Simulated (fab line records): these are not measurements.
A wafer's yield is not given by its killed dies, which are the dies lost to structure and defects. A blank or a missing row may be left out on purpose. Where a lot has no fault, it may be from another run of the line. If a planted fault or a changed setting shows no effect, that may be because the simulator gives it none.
The tool behind it: which one? || flow nandHarc || 24 lots with 72 wafers sampled at 4 steps, on a route of 1302 steps

WHAT THE GAUGES READ, wafer by wafer
NHARC_P_GATE_CD_MEAS_59: target cd 720 nm. Usual: cdNm reads 721 nm (standard deviation 3.2).
{"lot": "L074", "measured": "day 5 14:00", "on": "cdSem-01", "cdNm (nm)": "724 720 722", "flag": ""}
{"lot": "L075", "measured": "day 6 00:53", "on": "cdSem-03", "cdNm (nm)": "722 717 718", "flag": ""}
{"lot": "L076", "measured": "day 6 10:01", "on": "cdSem-03", "cdNm (nm)": "720 720 717", "flag": ""}
{"lot": "L077", "measured": "day 7 02:04", "on": "cdSem-01", "cdNm (nm)": "723 725 723", "flag": ""}
{"lot": "L078", "measured": "day 7 06:13", "on": "cdSem-01", "cdNm (nm)": "726 723 724", "flag": ""}
{"lot": "L079", "measured": "day 7 13:23", "on": "cdSem-01", "cdNm (nm)": "719 719 722", "flag": ""}
{"lot": "L080", "measured": "day 8 08:58", "on": "cdSem-03", "cdNm (nm)": "722 718 720", "flag": ""}
{"lot": "L081", "measured": "day 8 15:36", "on": "cdSem-01", "cdNm (nm)": "727 722 725", "flag": ""}
{"lot": "L082", "measured": "day 8 23:37", "on": "cdSem-03", "cdNm (nm)": "720 714 719", "flag": ""}
{"lot": "L083", "measured": "day 9 16:34", "on": "cdSem-01", "cdNm (nm)": "720 723 717", "flag": ""}
{"lot": "L084", "measured": "day 9 19:55", "on": "cdSem-01", "cdNm (nm)": "726 721 721", "flag": ""}
{"lot": "L085", "measured": "day 10 03:47", "on": "cdSem-03", "cdNm (nm)": "723 717 721", "flag": ""}
{"lot": "L086", "measured": "day 10 12:23", "on": "cdSem-01", "cdNm (nm)": "722 727 723", "flag": ""}
{"lot": "L087", "measured": "day 10 19:50", "on": "cdSem-03", "cdNm (nm)": "718 718 717", "flag": ""}
{"lot": "L088", "measured": "day 11 19:58", "on": "cdSem-03", "cdNm (nm)": "721 724 725", "flag": ""}
{"lot": "L089", "measured": "day 11 20:44", "on": "cdSem-02", "cdNm (nm)": "719 721 717", "flag": ""}
{"lot": "L091", "measured": "day 12 22:25", "on": "cdSem-02", "cdNm (nm)": "722 723 725", "flag": ""}
{"lot": "L090", "measured": "day 12 23:01", "on": "cdSem-02", "cdNm (nm)": "720 717 723", "flag": ""}
{"lot": "L093", "measured": "day 13 11:19", "on": "cdSem-03", "cdNm (nm)": "716 722 717", "flag": ""}
{"lot": "L092", "measured": "day 13 12:10", "on": "cdSem-02", "cdNm (nm)": "721 718 721", "flag": ""}
{"lot": "L094", "measured": "day 14 03:32", "on": "cdSem-03", "cdNm (nm)": "718 722 719", "flag": ""}
{"lot": "L095", "measured": "day 14 15:07", "on": "cdSem-01", "cdNm (nm)": "719 719 724", "flag": ""}
{"lot": "L096", "measured": "day 14 20:25", "on": "cdSem-03", "cdNm (nm)": "722 718 720", "flag": ""}
{"lot": "L097", "measured": "day 14 21:15", "on": "cdSem-02", "cdNm (nm)": "720 723 714", "flag": ""}

NHARC_P_CONTACT_INSPECT_14. Usual: rawDefectCount reads 4.3 (standard deviation 2.4).
{"lot": "L074", "measured": "day 5 20:27", "on": "defectInspect-02", "rawDefectCount": "3 7 5", "flag": ""}
{"lot": "L075", "measured": "day 6 07:18", "on": "defectInspect-01", "rawDefectCount": "2 4 3", "flag": ""}
{"lot": "L076", "measured": "day 6 16:25", "on": "defectInspect-01", "rawDefectCount": "6 6 5", "flag": ""}
{"lot": "L077", "measured": "day 7 08:25", "on": "defectInspect-02", "rawDefectCount": "5 7 9", "flag": ""}
{"lot": "L078", "measured": "day 7 12:28", "on": "defectInspect-01", "rawDefectCount": "4 4 1", "flag": ""}
{"lot": "L079", "measured": "day 7 19:45", "on": "defectInspect-01", "rawDefectCount": "2 4 4", "flag": ""}
{"lot": "L080", "measured": "day 8 15:28", "on": "defectInspect-01", "rawDefectCount": "4 0 2", "flag": ""}
{"lot": "L081", "measured": "day 8 22:08", "on": "defectInspect-01", "rawDefectCount": "3 4 7", "flag": ""}
{"lot": "L082", "measured": "day 9 06:07", "on": "defectInspect-01", "rawDefectCount": "7 6 10", "flag": ""}
{"lot": "L083", "measured": "day 9 23:04", "on": "defectInspect-01", "rawDefectCount": "4 4 3", "flag": ""}
{"lot": "L084", "measured": "day 10 02:26", "on": "defectInspect-02", "rawDefectCount": "4 9 3", "flag": ""}
{"lot": "L085", "measured": "day 10 10:17", "on": "defectInspect-02", "rawDefectCount": "4 2 4", "flag": ""}
{"lot": "L086", "measured": "day 10 19:01", "on": "defectInspect-01", "rawDefectCount": "12 5 6", "flag": ""}
{"lot": "L087", "measured": "day 11 02:09", "on": "defectInspect-01", "rawDefectCount": "2 4 4", "flag": ""}
{"lot": "L088", "measured": "day 12 02:26", "on": "defectInspect-02", "rawDefectCount": "2 2 5", "flag": ""}
{"lot": "L089", "measured": "day 12 03:15", "on": "defectInspect-02", "rawDefectCount": "6 1 4", "flag": ""}
{"lot": "L091", "measured": "day 13 04:49", "on": "defectInspect-02", "rawDefectCount": "4 1 3", "flag": ""}
{"lot": "L090", "measured": "day 13 05:32", "on": "defectInspect-02", "rawDefectCount": "8 4 2", "flag": ""}
{"lot": "L093", "measured": "day 13 17:47", "on": "defectInspect-01", "rawDefectCount": "1 5 4", "flag": ""}
{"lot": "L092", "measured": "day 13 18:33", "on": "defectInspect-01", "rawDefectCount": "4 2 6", "flag": ""}
{"lot": "L094", "measured": "day 14 10:12", "on": "defectInspect-02", "rawDefectCount": "6 7 2", "flag": ""}
{"lot": "L095", "measured": "day 14 21:28", "on": "defectInspect-01", "rawDefectCount": "3 1 0", "flag": ""}
{"lot": "L096", "measured": "day 15 02:50", "on": "defectInspect-01", "rawDefectCount": "6 4 3", "flag": ""}
{"lot": "L097", "measured": "day 15 03:39", "on": "defectInspect-02", "rawDefectCount": "4 6 1", "flag": ""}

EACH LOT AND THE TOOL THAT RAN IT (in order: tool; ch and the chambers of the sampled wafers; start)
{"lot": "L074", "NHARC_P_GATE_DESCUM_61": "rieDiel-13 ch 2,3, day 5 14:11", "NHARC_P_CONTACT_DEP_00": "pecvd-02 ch 0,1,2, day 5 20:27 or earlier"}
{"lot": "L075", "NHARC_P_GATE_DESCUM_61": "rieDiel-01 ch 0,2,3, day 6 01:05", "NHARC_P_CONTACT_DEP_00": "pecvd-01 ch 0,1,2, day 6 07:18 or earlier"}
{"lot": "L076", "NHARC_P_GATE_DESCUM_61": "rieDiel-07 ch 0,3, day 6 10:11", "NHARC_P_CONTACT_DEP_00": "pecvd-02 ch 1,2, day 6 16:25 or earlier"}
{"lot": "L077", "NHARC_P_GATE_DESCUM_61": "rieDiel-01 ch 1,3, day 7 02:14", "NHARC_P_CONTACT_DEP_00": "pecvd-02 ch 0,1,2, day 7 08:25 or earlier"}
{"lot": "L078", "NHARC_P_GATE_DESCUM_61": "rieDiel-01 ch 0,2,3, day 7 06:23", "NHARC_P_CONTACT_DEP_00": "pecvd-04 ch 0,2, day 7 12:28 or earlier"}
{"lot": "L079", "NHARC_P_GATE_DESCUM_61": "rieDiel-13 ch 1,2,3, day 7 13:34", "NHARC_P_CONTACT_DEP_00": "pecvd-02 ch 0,1,2, day 7 19:45 or earlier"}
{"lot": "L080", "NHARC_P_GATE_DESCUM_61": "rieDiel-01 ch 0,1,3, day 8 09:07", "NHARC_P_CONTACT_DEP_00": "pecvd-02 ch 0,1,2, day 8 15:28 or earlier"}
{"lot": "L081", "NHARC_P_GATE_DESCUM_61": "rieDiel-13 ch 0,2,3, day 8 15:46", "NHARC_P_CONTACT_DEP_00": "pecvd-04 ch 0,1,2, day 8 22:08 or earlier"}
{"lot": "L082", "NHARC_P_GATE_DESCUM_61": "rieDiel-13 ch 0,3, day 8 23:46", "NHARC_P_CONTACT_DEP_00": "pecvd-02 ch 0,2, day 9 06:07 or earlier"}
{"lot": "L083", "NHARC_P_GATE_DESCUM_61": "rieDiel-13 ch 1,2,3, day 9 16:44", "NHARC_P_CONTACT_DEP_00": "pecvd-04 ch 1,2, day 9 23:04 or earlier"}
{"lot": "L084", "NHARC_P_GATE_DESCUM_61": "rieDiel-07 ch 0,1,2, day 9 20:04", "NHARC_P_CONTACT_DEP_00": "pecvd-02 ch 0,2, day 10 02:26 or earlier"}
{"lot": "L085", "NHARC_P_GATE_DESCUM_61": "rieDiel-07 ch 0,2, day 10 03:58", "NHARC_P_CONTACT_DEP_00": "pecvd-02 ch 0,1, day 10 10:17 or earlier"}
{"lot": "L086", "NHARC_P_GATE_DESCUM_61": "rieDiel-01 ch 0,2,3, day 10 12:34", "NHARC_P_CONTACT_DEP_00": "pecvd-01 ch 1,2, day 10 19:01 or earlier"}
{"lot": "L087", "NHARC_P_GATE_DESCUM_61": "rieDiel-13 ch 0,3, day 10 20:01", "NHARC_P_CONTACT_DEP_00": "pecvd-02 ch 0,1, day 11 02:09 or earlier"}
{"lot": "L088", "NHARC_P_GATE_DESCUM_61": "rieDiel-01 ch 1,2,3, day 11 20:08", "NHARC_P_CONTACT_DEP_00": "pecvd-02 ch 1,2, day 12 02:26 or earlier"}
{"lot": "L089", "NHARC_P_GATE_DESCUM_61": "rieDiel-01 ch 0,1,3, day 11 20:54", "NHARC_P_CONTACT_DEP_00": "pecvd-04 ch 0,1,2, day 12 03:15 or earlier"}
{"lot": "L091", "NHARC_P_GATE_DESCUM_61": "rieDiel-13 ch 0,1,3, day 12 22:35", "NHARC_P_CONTACT_DEP_00": "pecvd-04 ch 0,1,2, day 13 04:49 or earlier"}
{"lot": "L090", "NHARC_P_GATE_DESCUM_61": "rieDiel-07 ch 0,2, day 12 23:10", "NHARC_P_CONTACT_DEP_00": "pecvd-02 ch 1,2, day 13 05:32 or earlier"}
{"lot": "L093", "NHARC_P_GATE_DESCUM_61": "rieDiel-01 ch 0,3, day 13 11:29", "NHARC_P_CONTACT_DEP_00": "pecvd-04 ch 0,2, day 13 17:47 or earlier"}
{"lot": "L092", "NHARC_P_GATE_DESCUM_61": "rieDiel-13 ch 0,1,3, day 13 12:21", "NHARC_P_CONTACT_DEP_00": "pecvd-04 ch 0,2, day 13 18:33 or earlier"}
{"lot": "L094", "NHARC_P_GATE_DESCUM_61": "rieDiel-01 ch 0,1, day 14 03:41", "NHARC_P_CONTACT_DEP_00": "pecvd-02 ch 0,2, day 14 10:12 or earlier"}
{"lot": "L095", "NHARC_P_GATE_DESCUM_61": "rieDiel-13 ch 0,3, day 14 15:16", "NHARC_P_CONTACT_DEP_00": "pecvd-01 ch 0,1,2, day 14 21:28 or earlier"}
{"lot": "L096", "NHARC_P_GATE_DESCUM_61": "rieDiel-01 ch 1,2,3, day 14 20:35", "NHARC_P_CONTACT_DEP_00": "pecvd-01 ch 0,2, day 15 02:50 or earlier"}
{"lot": "L097", "NHARC_P_GATE_DESCUM_61": "rieDiel-13 ch 0,1,2, day 14 21:25", "NHARC_P_CONTACT_DEP_00": "pecvd-04 ch 0,1,2, day 15 03:39 or earlier"}
- NHARC_P_GATE_DESCUM_61: chemistry O2, time 3 s.
- NHARC_P_CONTACT_DEP_00: deposits SiO2, target thk 500 nm.

AS READ BY THE TOOLS THEMSELVES (means over the sampled wafers that have a number; for cases with no such wafer, the mark the record gives instead)
NHARC_P_GATE_DESCUM_61. Usual: drypumpMotorCurrentA 5.8 A, standard deviation 0.49; o2FlowSccm 200.0 sccm, standard deviation 0.6; oesProductAu 1.007 a.u., standard deviation 0.017; rfVppV 57.8 V, standard deviation 0.88; showerheadPlenumPTorr 1.93 Torr, standard deviation 0.093; throttleValvePct 11.312 %, standard deviation 0.0096.
{"lot": "L074", "tool": "rieDiel-13", "drypumpMotorCurrentA (A)": 6.3, "o2FlowSccm (sccm)": 199.6, "oesProductAu (a.u.)": 1.034, "rfVppV (V)": 57.8, "showerheadPlenumPTorr (Torr)": 1.91, "throttleValvePct (%)": 11.300, "flag": ""}
{"lot": "L075", "tool": "rieDiel-01", "drypumpMotorCurrentA (A)": 6.0, "o2FlowSccm (sccm)": 200.8, "oesProductAu (a.u.)": 1.012, "rfVppV (V)": 57.4, "showerheadPlenumPTorr (Torr)": 1.90, "throttleValvePct (%)": 11.321, "flag": ""}
{"lot": "L076", "tool": "rieDiel-07", "drypumpMotorCurrentA (A)": 5.9, "o2FlowSccm (sccm)": 200.1, "oesProductAu (a.u.)": 0.986, "rfVppV (V)": 57.0, "showerheadPlenumPTorr (Torr)": 1.87, "throttleValvePct (%)": 11.315, "flag": ""}
{"lot": "L077", "tool": "rieDiel-01", "drypumpMotorCurrentA (A)": 5.7, "o2FlowSccm (sccm)": 200.2, "oesProductAu (a.u.)": 1.025, "rfVppV (V)": 58.3, "showerheadPlenumPTorr (Torr)": 1.89, "throttleValvePct (%)": 11.304, "flag": ""}
{"lot": "L078", "tool": "rieDiel-01", "drypumpMotorCurrentA (A)": 6.0, "o2FlowSccm (sccm)": 199.3, "oesProductAu (a.u.)": 1.011, "rfVppV (V)": 57.7, "showerheadPlenumPTorr (Torr)": 1.90, "throttleValvePct (%)": 11.323, "flag": ""}
{"lot": "L079", "tool": "rieDiel-13", "drypumpMotorCurrentA (A)": 5.9, "o2FlowSccm (sccm)": 200.3, "oesProductAu (a.u.)": 1.012, "rfVppV (V)": 58.0, "showerheadPlenumPTorr (Torr)": 1.97, "throttleValvePct (%)": 11.304, "flag": ""}
{"lot": "L080", "tool": "rieDiel-01", "drypumpMotorCurrentA (A)": 5.8, "o2FlowSccm (sccm)": 200.2, "oesProductAu (a.u.)": 1.011, "rfVppV (V)": 57.7, "showerheadPlenumPTorr (Torr)": 1.96, "throttleValvePct (%)": 11.316, "flag": ""}
{"lot": "L081", "tool": "rieDiel-13", "drypumpMotorCurrentA (A)": 6.2, "o2FlowSccm (sccm)": 200.1, "oesProductAu (a.u.)": 1.021, "rfVppV (V)": 57.2, "showerheadPlenumPTorr (Torr)": 1.93, "throttleValvePct (%)": 11.314, "flag": ""}
{"lot": "L082", "tool": "rieDiel-13", "drypumpMotorCurrentA (A)": 5.9, "o2FlowSccm (sccm)": 199.7, "oesProductAu (a.u.)": 1.006, "rfVppV (V)": 58.2, "showerheadPlenumPTorr (Torr)": 1.89, "throttleValvePct (%)": 11.312, "flag": ""}
{"lot": "L083", "tool": "rieDiel-13", "drypumpMotorCurrentA (A)": 5.9, "o2FlowSccm (sccm)": 199.9, "oesProductAu (a.u.)": 1.009, "rfVppV (V)": 57.9, "showerheadPlenumPTorr (Torr)": 1.97, "throttleValvePct (%)": 11.312, "flag": ""}
{"lot": "L084", "tool": "rieDiel-07", "drypumpMotorCurrentA (A)": 5.7, "o2FlowSccm (sccm)": 200.5, "oesProductAu (a.u.)": 0.987, "rfVppV (V)": 57.4, "showerheadPlenumPTorr (Torr)": 1.89, "throttleValvePct (%)": 11.323, "flag": ""}
{"lot": "L085", "tool": "rieDiel-07", "drypumpMotorCurrentA (A)": 6.2, "o2FlowSccm (sccm)": 200.1, "oesProductAu (a.u.)": 0.983, "rfVppV (V)": 57.7, "showerheadPlenumPTorr (Torr)": 1.83, "throttleValvePct (%)": 11.305, "flag": ""}
{"lot": "L086", "tool": "rieDiel-01", "drypumpMotorCurrentA (A)": 6.0, "o2FlowSccm (sccm)": 199.9, "oesProductAu (a.u.)": 1.007, "rfVppV (V)": 57.2, "showerheadPlenumPTorr (Torr)": 1.89, "throttleValvePct (%)": 11.308, "flag": ""}
{"lot": "L087", "tool": "rieDiel-13", "drypumpMotorCurrentA (A)": 5.9, "o2FlowSccm (sccm)": 200.2, "oesProductAu (a.u.)": 1.007, "rfVppV (V)": 58.2, "showerheadPlenumPTorr (Torr)": 1.89, "throttleValvePct (%)": 11.308, "flag": ""}
{"lot": "L088", "tool": "rieDiel-01", "drypumpMotorCurrentA (A)": 5.7, "o2FlowSccm (sccm)": 200.2, "oesProductAu (a.u.)": 1.007, "rfVppV (V)": 58.9, "showerheadPlenumPTorr (Torr)": 1.90, "throttleValvePct (%)": 11.315, "flag": ""}
{"lot": "L089", "tool": "rieDiel-01", "drypumpMotorCurrentA (A)": 5.8, "o2FlowSccm (sccm)": 199.3, "oesProductAu (a.u.)": 1.003, "rfVppV (V)": 57.2, "showerheadPlenumPTorr (Torr)": 1.96, "throttleValvePct (%)": 11.302, "flag": ""}
{"lot": "L091", "tool": "rieDiel-13", "drypumpMotorCurrentA (A)": 5.6, "o2FlowSccm (sccm)": 199.8, "oesProductAu (a.u.)": 1.013, "rfVppV (V)": 57.7, "showerheadPlenumPTorr (Torr)": 1.93, "throttleValvePct (%)": 11.316, "flag": ""}
{"lot": "L090", "tool": "rieDiel-07", "drypumpMotorCurrentA (A)": 5.9, "o2FlowSccm (sccm)": 200.1, "oesProductAu (a.u.)": 1.002, "rfVppV (V)": 56.9, "showerheadPlenumPTorr (Torr)": 1.81, "throttleValvePct (%)": 11.327, "flag": ""}
{"lot": "L093", "tool": "rieDiel-01", "drypumpMotorCurrentA (A)": 6.1, "o2FlowSccm (sccm)": 200.7, "oesProductAu (a.u.)": 1.006, "rfVppV (V)": 57.4, "showerheadPlenumPTorr (Torr)": 1.95, "throttleValvePct (%)": 11.306, "flag": ""}
{"lot": "L092", "tool": "rieDiel-13", "drypumpMotorCurrentA (A)": 5.6, "o2FlowSccm (sccm)": 200.0, "oesProductAu (a.u.)": 1.019, "rfVppV (V)": 57.0, "showerheadPlenumPTorr (Torr)": 1.93, "throttleValvePct (%)": 11.296, "flag": ""}
{"lot": "L094", "tool": "rieDiel-01", "drypumpMotorCurrentA (A)": 5.5, "o2FlowSccm (sccm)": 199.6, "oesProductAu (a.u.)": 1.012, "rfVppV (V)": 58.3, "showerheadPlenumPTorr (Torr)": 2.04, "throttleValvePct (%)": 11.316, "flag": ""}
{"lot": "L095", "tool": "rieDiel-13", "drypumpMotorCurrentA (A)": 5.9, "o2FlowSccm (sccm)": 200.1, "oesProductAu (a.u.)": 1.007, "rfVppV (V)": 57.7, "showerheadPlenumPTorr (Torr)": 1.89, "throttleValvePct (%)": 11.314, "flag": ""}
{"lot": "L096", "tool": "rieDiel-01", "drypumpMotorCurrentA (A)": 5.7, "o2FlowSccm (sccm)": 199.3, "oesProductAu (a.u.)": 1.010, "rfVppV (V)": 58.4, "showerheadPlenumPTorr (Torr)": 1.90, "throttleValvePct (%)": 11.315, "flag": ""}
{"lot": "L097", "tool": "rieDiel-13", "drypumpMotorCurrentA (A)": 5.7, "o2FlowSccm (sccm)": 199.7, "oesProductAu (a.u.)": 1.016, "rfVppV (V)": 58.4, "showerheadPlenumPTorr (Torr)": 1.98, "throttleValvePct (%)": 11.320, "flag": ""}

NHARC_P_CONTACT_DEP_00. Usual: heaterPowerW 547 W, standard deviation 87; throttleValvePct 16.1 %, standard deviation 0.55.
{"lot": "L074", "tool": "pecvd-02", "heaterPowerW (W)": 511, "throttleValvePct (%)": 16.3, "flag": ""}
{"lot": "L075", "tool": "pecvd-01", "heaterPowerW (W)": 639, "throttleValvePct (%)": 15.7, "flag": ""}
{"lot": "L076", "tool": "pecvd-02", "heaterPowerW (W)": 543, "throttleValvePct (%)": 16.3, "flag": ""}
{"lot": "L077", "tool": "pecvd-02", "heaterPowerW (W)": 525, "throttleValvePct (%)": 16.3, "flag": ""}
{"lot": "L078", "tool": "pecvd-04", "heaterPowerW (W)": 600, "throttleValvePct (%)": 16.2, "flag": ""}
{"lot": "L079", "tool": "pecvd-02", "heaterPowerW (W)": 519, "throttleValvePct (%)": 16.3, "flag": ""}
{"lot": "L080", "tool": "pecvd-02", "heaterPowerW (W)": 507, "throttleValvePct (%)": 16.3, "flag": ""}
{"lot": "L081", "tool": "pecvd-04", "heaterPowerW (W)": 527, "throttleValvePct (%)": 16.2, "flag": ""}
{"lot": "L082", "tool": "pecvd-02", "heaterPowerW (W)": 535, "throttleValvePct (%)": 15.9, "flag": ""}
{"lot": "L083", "tool": "pecvd-04", "heaterPowerW (W)": 483, "throttleValvePct (%)": 16.2, "flag": ""}
{"lot": "L084", "tool": "pecvd-02", "heaterPowerW (W)": 491, "throttleValvePct (%)": 16.2, "flag": ""}
{"lot": "L085", "tool": "pecvd-02", "heaterPowerW (W)": 513, "throttleValvePct (%)": 17.0, "flag": ""}
{"lot": "L086", "tool": "pecvd-01", "heaterPowerW (W)": 686, "throttleValvePct (%)": 16.0, "flag": ""}
{"lot": "L087", "tool": "pecvd-02", "heaterPowerW (W)": 563, "throttleValvePct (%)": 16.4, "flag": ""}
{"lot": "L088", "tool": "pecvd-02", "heaterPowerW (W)": 602, "throttleValvePct (%)": 16.0, "flag": ""}
{"lot": "L089", "tool": "pecvd-04", "heaterPowerW (W)": 537, "throttleValvePct (%)": 16.4, "flag": ""}
{"lot": "L091", "tool": "pecvd-04", "heaterPowerW (W)": 500, "throttleValvePct (%)": 15.9, "flag": ""}
{"lot": "L090", "tool": "pecvd-02", "heaterPowerW (W)": 626, "throttleValvePct (%)": 15.6, "flag": ""}
{"lot": "L093", "tool": "pecvd-04", "heaterPowerW (W)": 549, "throttleValvePct (%)": 15.7, "flag": ""}
{"lot": "L092", "tool": "pecvd-04", "heaterPowerW (W)": 538, "throttleValvePct (%)": 15.8, "flag": ""}
{"lot": "L094", "tool": "pecvd-02", "heaterPowerW (W)": 500, "throttleValvePct (%)": 15.7, "flag": ""}
{"lot": "L095", "tool": "pecvd-01", "heaterPowerW (W)": 633, "throttleValvePct (%)": 15.8, "flag": ""}
{"lot": "L096", "tool": "pecvd-01", "heaterPowerW (W)": 653, "throttleValvePct (%)": 15.6, "flag": ""}
{"lot": "L097", "tool": "pecvd-04", "heaterPowerW (W)": 539, "throttleValvePct (%)": 16.0, "flag": ""}

THE ANSWER, worked out from the rows above alone
Rule: lot off if the mean of its wafers having a number is beyond 3 standard deviations from the usual mean. A lot without any number at a reading at which 4 lots or more have one is off too. The other lots that the step has rows for count as sound. First the gauges in route order, then the tools' own readings, where a lot's mean is used as printed above. The first step at which some lot is off is used, and at that step the reading that is off furthest; a lot without a number counts as furthest.
Nothing can be told from this: no lot is off at any reading shown.

WHAT THE SIMULATOR HAD INSERTED
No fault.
